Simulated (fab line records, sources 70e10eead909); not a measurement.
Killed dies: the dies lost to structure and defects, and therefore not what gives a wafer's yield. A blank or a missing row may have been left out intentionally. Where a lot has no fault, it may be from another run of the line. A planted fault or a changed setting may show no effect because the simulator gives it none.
The tool behind it: which one? :: flow nandHarc :: Sampling: 12 lots, 36 wafers, 2 of 1302 route steps

## WHAT THE GAUGES SHOWED, per wafer
NHARC_P_M0_CD_MEAS_16.
lot: L075
measured: day 7 00:35
on: cdSem-03
cdNm (nm): 90.0 90.6 89.3

lot: L077
measured: day 7 08:19
on: cdSem-02
cdNm (nm): 90.5 90.5 90.2

lot: L079
measured: day 8 03:34
on: cdSem-01
cdNm (nm): 89.8 89.0 89.7

lot: L081
measured: day 9 05:47
on: cdSem-01
cdNm (nm): 89.8 89.5 89.8

lot: L083
measured: day 10 06:55
on: cdSem-01
cdNm (nm): 90.2 90.7 91.0

lot: L085
measured: day 10 15:59
on: cdSem-03
cdNm (nm): 90.9 90.4 90.9

lot: L087
measured: day 11 06:51
on: cdSem-02
cdNm (nm): 89.1 89.3 89.2

lot: L089
measured: day 12 07:58
on: cdSem-01
cdNm (nm): 90.8 90.1 89.9

lot: L091
measured: day 13 05:22
on: cdSem-01
cdNm (nm): 90.4 90.0 90.4

lot: L093
measured: day 14 06:52
on: cdSem-03
cdNm (nm): 89.4 89.2 90.0

lot: L096
measured: day 15 04:28
on: cdSem-02
cdNm (nm): 89.1 89.3 88.9

lot: L097
measured: day 15 14:33
on: cdSem-02
cdNm (nm): 89.4 89.9 89.4

## WHAT TOOL EACH LOT RAN ON (gives the tool, then ch and the chambers of the sampled wafers, and finally the start)
lot: L075
NHARC_P_GATE_RTA_64: rtpAnneal-01 ch 0, day 6 16:58

lot: L077
NHARC_P_GATE_RTA_64: rtpAnneal-02 ch 0, day 7 00:42

lot: L079
NHARC_P_GATE_RTA_64: rtpAnneal-02 ch 0, day 7 20:20

lot: L081
NHARC_P_GATE_RTA_64: rtpAnneal-01 ch 0, day 8 21:34

lot: L083
NHARC_P_GATE_RTA_64: rtpAnneal-01 ch 0, day 9 23:22

lot: L085
NHARC_P_GATE_RTA_64: rtpAnneal-01 ch 0, day 10 08:05

lot: L087
NHARC_P_GATE_RTA_64: rtpAnneal-02 ch 0, day 10 23:06

lot: L089
NHARC_P_GATE_RTA_64: rtpAnneal-01 ch 0, day 12 00:24

lot: L091
NHARC_P_GATE_RTA_64: rtpAnneal-01 ch 0, day 12 21:34

lot: L093
NHARC_P_GATE_RTA_64: rtpAnneal-01 ch 0, day 13 23:26

lot: L096
NHARC_P_GATE_RTA_64: rtpAnneal-01 ch 0, day 14 21:08

lot: L097
NHARC_P_GATE_RTA_64: rtpAnneal-01 ch 0, day 15 07:07
- NHARC_P_GATE_RTA_64: time 1 s.

## THE ANSWER, worked out from the rows above alone
Rule: the usual values come from the lots themselves. Put in order of their means at a reading, lots are off if they are a third of the lots or fewer, leave a main group of 4 or more, and stand apart from it by a gap of 3 or more times the standard deviation of the main group's means; of several such gaps the widest counts. The tables above print the reading to a certain number of digits; a main group whose means all agree to those digits is not used. Also off: a lot with no number at a reading for which 4 or more lots have one. All remaining lots with rows at the step are treated as sound.
None of the lots is off at any reading shown; this tells nothing.

## WHAT THE SIMULATOR HAD PUT IN
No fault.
